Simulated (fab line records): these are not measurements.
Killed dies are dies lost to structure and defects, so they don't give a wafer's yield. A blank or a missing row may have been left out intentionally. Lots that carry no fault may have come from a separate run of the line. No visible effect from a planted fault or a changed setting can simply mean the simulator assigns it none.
2 desks, one fault ; flow n5 finfet ; every desk sees just its own numbers, and what lay behind them comes last

== DESK OF THE TOOL OWNER: ald sin-02 ==
The tool's own readings at N5_SPACER0_ALD_00 (deposits SiOCN, target thk 3.5 nm, pulse time 3 s, purge time 2 s): means of the sampled wafers that have a number, for each lot that ran on this tool. A lot is out of limits, marked OUT, if its mean lies more than 4 standard deviations from the usual mean; the brackets give that distance.
Columns: A = heater power w at N5_SPACER0_ALD_00, usual 848 W; B = precursor pulse height rel at N5_SPACER0_ALD_00, usual 1.002
lot;first seen here;A;B
L351;day 3 08:32;865;1.025
L352;day 3 15:50;786;1.014
L355;day 4 04:53;810;1.004
L357;day 4 22:40;786;1.007
L366;day 7 02:47;825;1.008
L370;day 8 00:00;752;1.007
Finding of this desk: none of the 6 lots has anything out of limits.

== METROLOGY DESK ==
Lot by lot, what the gauges showed, no matter which tool ran the lot: averages of those sampled wafers that carry a number. A lot is out of limits, marked OUT, if its mean lies more than 4 standard deviations from the usual mean; the brackets give that distance. Shown are 7 of the 12 readings it has, namely the first that went out of limits plus those furthest out on some lot.
Columns: A = DIBL_N at N5_BEOL_M4_RC_MEAS_101, usual 36.0 mV/V; B = ION_P at N5_BEOL_M4_RC_MEAS_101, usual 461 uA/um; C = REXT_N at N5_BEOL_M4_RC_MEAS_101, usual 75.4 ohm.um; D = REXT_P at N5_BEOL_M4_RC_MEAS_101, usual 100.4 ohm.um; E = SS_N at N5_BEOL_M4_RC_MEAS_101, usual 71.5 mV/dec; F = SS_P at N5_BEOL_M4_RC_MEAS_101, usual 73.4 mV/dec; G = VT_P at N5_BEOL_M4_RC_MEAS_101, usual -250 mV
lot;first seen here;A;B;C;D;E;F;G
L350;day 8 12:22;35.1;464;76.0;98.1;71.3;72.6;-246
L351;day 8 21:15;33.9;449;78.9;99.5;71.9;73.1;-253
L352;day 8 21:51;37.0;461;72.7;101.4;72.1;73.6;-247
L355;day 9 23:16;39.8;464;72.9;101.1;72.8;74.8;-249
L358;day 10 06:41;35.7;453;76.8;99.6;71.4;73.7;-257
L357;day 10 07:52;37.6;463;74.3;101.0;71.7;73.3;-251
L366;day 12 07:01;34.6;444;82.8 (+4.3) OUT;112.7 (+5.3) OUT;71.2;73.3;-257
L367;day 13 13:41;38.0;460;75.5;100.3;71.8;73.9;-251
L370;day 13 18:57;35.3;460;75.6;100.9;71.9;73.1;-251
This desk finds L366 out of limits, with the earliest case on L366 at day 12 07:01 (REXT_N at N5_BEOL_M4_RC_MEAS_101). In limits: L350, L351, L352, L355, L358, L357, L367, L370.

== BROUGHT TOGETHER ==
An alarm was possible from the metrology desk at day 12 07:01, on L366.
The desk of the tool owner found nothing out of limits.
The tool owner's desk has L366 on record, within its limits.
The lots listed all ran N5_SPACER0_ALD_00 on ald sin-02.

== WHAT THE SIMULATOR HAD INSERTED ==
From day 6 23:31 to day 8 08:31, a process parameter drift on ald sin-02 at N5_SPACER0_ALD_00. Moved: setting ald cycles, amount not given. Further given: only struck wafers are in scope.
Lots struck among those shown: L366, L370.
Delay in hours, fault start to first out-of-limits reading, per desk: metrology desk 127.
